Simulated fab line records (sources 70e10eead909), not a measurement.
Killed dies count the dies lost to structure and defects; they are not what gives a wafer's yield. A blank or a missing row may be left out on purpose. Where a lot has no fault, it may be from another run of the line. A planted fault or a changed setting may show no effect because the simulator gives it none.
fab line records | flow nandHarc
[record] lots = 14 wafers = 42 lastDay = 24
route steps=1159 shown A_STAIRCASE@742 A_SGD_CUT@747 A_SLIT@781
lots that met no fault: from a run of the same line without faults
startH: hours from the record's opening day to when the first of the lot's shown wafers began | waitH: hours elapsed since this lot's preceding step | " unchanged from the row above | L1.1+2: one row covering several wafers at once | - no value, or no start was given | * or withheld: withheld | < > ~ a bound
route shown NAME@n: names a module that has steps shown in the file, with the first one's number in the route | usual: the fault-free wafers' mean and standard deviation | same: alike in all rows | chamber/n: place in a boat | sites: each site's reading | _std_site: how widely they spread, as a standard deviation | _edge_site: outer sites' mean less inner sites' | radiusMm: how far each site lies from the wafer's centre | mask NAME#n: copy n | behind: tool/chamber where the wafer was last shaped | hold: why the lot went on hold/how many hours it stayed there/how the hold came to an end | device: which transistor (n, p or np) failed to switch | end of line: the same wafers' tests at the end of the route | a step with no rows: only its recipe | killed: count of dies lost to structure and defects at first sort (not the wafer's yield) | map: dies across one wafer; x = killed, . = not, _ = none there
set.NAME: the setting the step ran with; set.NAME@STEP: the setting that earlier step ran with | model.NAME: the simulator's own value behind a step, which no gauge read
the route's steps for a sample of lots (tables are steps, rows are wafers)
services: from which hour (startH, from the record's first day; less than 0 if before it) a tool's chamber was out of use, for how many hours, and why
[[steps]]
[step NHARC_A_STAIRCASE_DEP_471]
[recipe] targetThkA = 1000 tempC = 400 pressureTorr = 6.5 rfW = 900 teosFlowSccm = 161.4 flowSccm = 2650 targetThkNm = 100 gas = O2 material = SiO2
[usual] heaterPowerOuterW = 325/48 heaterPowerW = 596/63 throttleValvePct = 15.8/0.55
// columns lot.wafer tool chamber startH waitH heaterPowerOuterW heaterPowerW throttleValvePct
L885.3 pecvd-02 2 309.21 - 354 647 16.3
L885.1 " 0 " " 265 475 16.0
L885.6 " 2 " " 346 636 16.3
L887.2 pecvd-01 1 324.62 - 277 561 15.0
L887.5 " 2 " " 417 685 16.5
L887.4 " 1 " " 293 575 14.9
L886.3 pecvd-01 2 325.86 - 413 672 16.4
L886.5 " 0 " " 370 630 15.1
L886.6 " 1 " " 302 585 15.2
L890.1 pecvd-02 0 327.33 - 344 585 15.9
L890.6 " 2 " " 347 626 16.1
L890.4 " 0 " " 346 579 15.7
L889.1 pecvd-01 1 327.48 - 294 581 14.9
L889.4 " 1 " " 295 574 15.2
L889.6 " 2 " " 408 689 16.5
L891.2 pecvd-04 2 328.65 - 379 663 16.2
L891.1 " 0 " " 344 640 16.6
L891.6 " 1 " " 288 624 15.3
L895.1 pecvd-02 2 370.07 - 300 557 15.9
L895.5 " 1 " " 279 593 16.2
L895.6 " 2 " " 303 565 15.9
L898.3 pecvd-01 2 381.31 - 412 673 16.5
L898.4 " 1 " " 316 595 15.0
L898.5 " 2 " " 289 537 16.5
L900.3 pecvd-02 2 401.16 - 343 636 15.8
L900.6 " 1 " " 243 541 16.4
L900.4 " 2 " " 357 633 15.9
L903.1 pecvd-01 0 405.94 - 332 587 15.7
L903.4 " 0 " " 351 608 15.5
L903.5 " 1 " " 281 536 15.4
L906.2 pecvd-01 1 416.89 - 324 607 15.2
L906.5 " 2 " " 399 651 17.0
L906.6 " 1 " " 330 606 14.9
L905.1 pecvd-02 0 418.16 - 266 478 15.8
L905.3 " 1 " " 301 599 16.3
L905.2 " 2 " " 292 553 15.7
L907.1 pecvd-04 0 436.12 - 332 647 16.0
L907.3 " 2 " " 394 689 15.9
L907.5 " 0 " " 346 649 15.9
L908.1 pecvd-02 0 451.27 - 306 530 15.9
L908.5 " 0 " " 311 528 16.2
L908.6 " 2 " " 303 553 15.9
[step NHARC_A_SGD_CUT_DEP_00]
[recipe] targetThkA = 500 tempC = 400 targetThkNm = 50 flowSccm = 200 rfW = 450 material = SiNx
[usual] heaterPowerOuterW = 422/56 heaterPowerW = 715/94
// columns lot.wafer tool chamber startH waitH heaterPowerOuterW heaterPowerW
L885.1 pecvd-04 0 309.93 0.1 368 677
L885.3 " 1 " " 432 807
L885.6 " 1 " " 423 824
L887.2 pecvd-03 2 325.26 0.1 319 576
L887.5 " 0 " " 455 784
L887.4 " 1 " " 396 584
L886.3 pecvd-03 0 326.56 0.1 434 755
L886.6 " 1 " " 401 623
L886.5 " 2 " " 370 620
L890.1 pecvd-04 0 328.02 0.1 448 791
L890.6 " 1 " " 466 817
L890.4 " 0 " " 460 786
L889.1 pecvd-04 0 328.16 0.1 432 762
L889.4 " 2 " " 433 731
L889.6 " 1 " " 447 818
L891.1 pecvd-03 1 329.30 0.1 453 699
L891.2 " 2 " " 328 581
L891.6 " 1 " " 446 692
L895.1 pecvd-03 1 370.75 0.1 439 681
L895.5 " 1 " " 450 676
L895.6 " 2 " " 361 595
L898.3 pecvd-03 1 381.97 0.1 432 640
L898.5 " 2 " " 375 644
L898.4 " 0 " " 459 769
L900.3 pecvd-04 1 401.84 0.1 447 840
L900.4 " 2 " " 566 926
L900.6 " 0 " " 404 720
L903.1 pecvd-04 1 406.63 0.1 369 713
L903.4 " 1 " " 370 731
L903.5 " 2 " " 566 928
L906.2 pecvd-01 1 417.55 0.1 447 777
L906.5 " 1 " " 454 764
L906.6 " 2 " " 519 830
L905.2 pecvd-03 1 418.98 0.2 350 549
L905.3 " 2 " " 314 553
L905.1 " 0 " " 427 736
L907.1 pecvd-03 1 436.88 0.1 440 682
L907.3 " 2 " " 375 655
L907.5 " 2 " " 389 640
L908.1 pecvd-03 2 452.01 0.1 331 607
L908.6 " 0 " " 407 704
L908.5 " 2 " " 340 607
[step NHARC_A_SGD_CUT_ETCHBACK_24]
[recipe] targetDepthA = 500 overEtchFrac = 0.3 timeS = 92.857 ionEnergyEv = 120 ch3fFlowSccm = 50 o2FlowSccm = 30 arFlowSccm = 200 rfW = 500 biasW = 100 chemistry = CH3F/O2
[usual] drypumpMotorCurrentA = 5.7/0.49 oesProductAu = 0.98/0.033 rfVppV = 244.6/1.9 showerheadPlenumPTorr = 2.48/0.13 throttleValvePct = 20.663/0.009
// columns lot.wafer tool chamber startH waitH drypumpMotorCurrentA oesProductAu rfHoursCounterH rfVppV showerheadPlenumPTorr throttleValvePct
L885.3 rieDiel-10 2 317.96 0.2 5.7 1.00 16 244.0 2.41 20.667
L885.1 " 3 " " 6.0 1.00 18 246.8 2.62 20.664
L885.6 " 2 " " 5.7 1.00 - 243.6 2.42 20.660
L886.3 rieDiel-08 1 332.65 0.2 5.4 0.99 3 245.8 2.61 20.665
L886.5 " 3 " " 5.6 0.99 - 243.1 2.32 20.659
L886.6 " 0 " " 6.4 0.99 - 245.3 2.56 20.665
L889.1 rieDiel-10 1 332.66 0.2 4.9 0.92 19 243.1 2.48 20.668
L889.4 " 0 " " 5.0 0.94 18 241.9 2.34 20.663
L889.6 " 1 " " 4.9 0.93 - 244.0 2.48 20.643
L890.1 rieDiel-09 3 332.78 0.2 5.8 1.00 5 247.4 2.65 20.676
L890.4 " 2 " " 6.0 0.97 5 247.1 2.63 20.669
L890.6 " 0 " " 6.2 0.99 - 242.6 2.32 20.664
L887.4 rieDiel-10 1 332.80 0.2 4.9 0.96 19 244.6 2.48 20.680
L887.2 " 2 " " 5.7 0.95 18 241.8 2.41 20.656
L887.5 " 0 " " 5.0 0.96 - 242.4 2.34 20.649
L891.2 rieDiel-09 0 337.81 0.1 6.2 0.93 6 241.9 2.32 20.669
L891.1 " 3 " " 5.8 0.93 6 247.1 2.64 20.669
L891.6 " 1 " " 6.0 0.92 - 248.5 2.57 20.649
L895.1 rieDiel-10 3 375.77 0.2 6.0 1.00 2 247.0 2.62 20.654
L895.6 " 0 " " 5.0 0.83 - 241.9 2.34 20.664
L895.5 " 1 " " 4.9 1.01 - 245.2 2.47 20.663
L898.3 rieDiel-10 0 389.00 0.2 5.0 0.78 4 243.1 2.33 20.670
L898.4 " 0 " " 5.0 0.77 - 241.3 2.33 20.675
L898.5 " 2 " " 5.8 0.93 - 245.0 2.41 20.667
L900.3 rieDiel-08 3 406.54 0.1 5.6 0.92 10 242.1 2.31 20.662
L900.4 " 0 " " 6.4 0.94 9 246.5 2.55 20.670
L900.6 " 0 " " 6.4 0.92 - 245.6 2.55 20.666
L903.4 rieDiel-08 3 413.58 0.1 5.6 0.99 11 241.8 2.31 20.667
L903.1 " 2 " " 5.4 0.99 11 241.9 2.28 20.652
L903.5 " 0 " " 6.5 0.99 - 244.3 2.55 20.666
L905.1 rieDiel-09 3 424.25 0.1 5.8 1.00 11 246.0 2.64 20.638
L905.3 " 1 " " 6.0 1.02 10 245.6 2.57 20.653
L905.2 " 2 " " 6.0 0.97 9 247.0 2.63 20.660
L906.2 rieDiel-08 1 424.26 0.1 5.4 1.00 12 246.0 2.60 20.652
L906.6 " 1 " " 5.4 1.00 - 245.9 2.60 20.673
L906.5 " 2 " " 5.4 0.99 - 242.3 2.28 20.666
L907.3 rieDiel-09 0 445.58 0.1 6.2 1.01 0 243.7 2.32 20.662
L907.1 " 3 " " 5.8 1.01 1 246.6 2.64 20.662
L907.5 " 0 " " 6.3 1.00 - 240.9 2.32 20.663
L908.1 rieDiel-09 3 457.55 0.2 5.8 1.00 1 246.7 2.64 20.660
L908.6 " 2 " " 6.0 0.97 - 244.8 2.63 20.666
L908.5 " 3 " " 5.7 1.00 - 245.4 2.64 20.655
[step NHARC_A_SLIT_DEP_23]
[recipe] targetThkA = 1000 targetThkNm = 100 tempC = 400 pressureTorr = 3.5 flowSccm = 200 rfW = 350 material = SiON
[usual] heaterPowerOuterW = 442/53 heaterPowerW = 739/93
// columns lot.wafer tool chamber startH waitH heaterPowerOuterW heaterPowerW
L885.3 pecvd-03 0 320.55 1.0 469 819
L885.1 " 1 " " 460 693
L885.6 " 0 " " 491 821
L886.3 pecvd-03 1 335.32 1.1 443 666
L886.5 " 0 " " 443 782
L886.6 " 1 " " 464 681
L889.1 pecvd-03 2 336.89 1.7 305 561
L889.6 " 1 " " 436 660
L889.4 " 2 " " 316 558
L890.1 pecvd-03 1 337.25 1.7 442 654
L890.4 " 0 " " 472 823
L890.6 " 2 " " 325 571
L887.2 pecvd-04 0 337.31 1.4 485 848
L887.4 " 1 " " 530 935
L887.5 " 0 " " 479 804
L891.1 pecvd-03 0 341.30 1.9 446 786
L891.2 " 1 " " 385 589
L891.6 " 0 " " 462 768
L895.1 pecvd-03 2 378.37 1.7 338 596
L895.5 " 2 " " 358 581
L898.5 pecvd-02 2 391.94 0.4 495 859
L900.3 pecvd-03 0 409.28 1.1 418 723
L900.4 " 0 " " 420 751
L900.6 " 1 " " 474 706
L903.1 pecvd-04 2 419.12 1.9 545 916
L903.5 " 2 " " 541 909
L903.4 " 0 " " 459 815
L905.2 pecvd-02 1 428.49 1.3 429 758
L905.3 " 2 " " 512 842
L905.1 " 0 " " 447 721
L906.2 pecvd-02 1 428.89 1.4 457 820
L906.6 " 0 " " 373 604
L906.5 " 1 " " 462 821
L907.1 pecvd-02 1 448.44 1.7 472 817
L907.3 " 2 " " 452 763
L907.5 " 0 " " 399 650
L908.1 pecvd-03 2 460.33 1.7 376 620
L908.5 " 2 " " 369 639
L908.6 " 0 " " 489 798
[[services]]
// columns tool chamber startH hours kind
pecvd-04 0 291.34 4.0 repair
pecvd-03 - 292.00 13.0 pm
pecvd-03 0 292.00 13.0 ventCycle
pecvd-03 1 292.00 13.0 ventCycle
pecvd-03 2 292.00 13.0 ventCycle
rieDiel-08 - 301.80 9.0 pm
pecvd-04 - 311.58 1.2 repair
rieDiel-09 2 321.92 1.5 repair
pecvd-02 - 334.56 13.0 pm
rieDiel-10 0 335.52 4.1 repair
rieDiel-08 3 342.73 6.7 repair
rieDiel-10 - 353.50 9.0 pm
rieDiel-09 3 371.55 1.4 repair
pecvd-04 - 376.04 13.0 pm
rieDiel-08 0 379.71 1.7 repair
pecvd-02 - 380.20 1.2 repair
rieDiel-10 1 388.27 5.3 repair
rieDiel-09 - 395.36 0.7 repair
pecvd-01 - 418.13 13.0 pm
rieDiel-09 - 431.36 9.0 pm
pecvd-04 1 431.88 16.8 repair
rieDiel-08 0 442.76 4.8 repair
pecvd-01 - 451.43 0.3 repair
rieDiel-10 1 459.71 2.5 repair
[[key]]
[firstSign] step = NHARC_A_SGD_CUT_ETCHBACK_24 reading = oesProductAu direction = down sigmas = 5.6 usual = 0.98 struck = 0.79
effect none on later readings
metAt NHARC_A_SGD_CUT_ETCHBACK_24
struckLots L895,L898
struckWafers L895.6,L898.3,L898.4
laterRowsLeftOut L895.6,L898.3,L898.4
sortLeftOut L895.6,L898.3,L898.4
testerLeftOut L895,L898
notActingAt NHARC_A_STAIRCASE_DEP_471,NHARC_A_SGD_CUT_DEP_00,NHARC_A_SLIT_DEP_23
onsetBetween 332.80 375.77
[fault] kind = processParameterDrift tool = rieDiel-10 chamber = 0 onsetH = 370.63 steps = NHARC_A_SGD_CUT_ETCHBACK_24 channel = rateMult offset = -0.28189 shape = step endH = 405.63
// testerLeftOut: of these lots the tester's yield and bins aren't shown, on N5 and GAA mostly nor the transistor test; their killed dies are dies lost to structure and defects alone, not to doping, threshold or leakage, so they don't give the yield
// sortLeftOut: the simulated sort isn't trusted on such a fault, so these wafers' sort isn't shown, and their yield isn't known
// laterRowsLeftOut: the simulator's readings of these wafers behind a module that went badly wrong aren't trusted and aren't shown, but for the sort
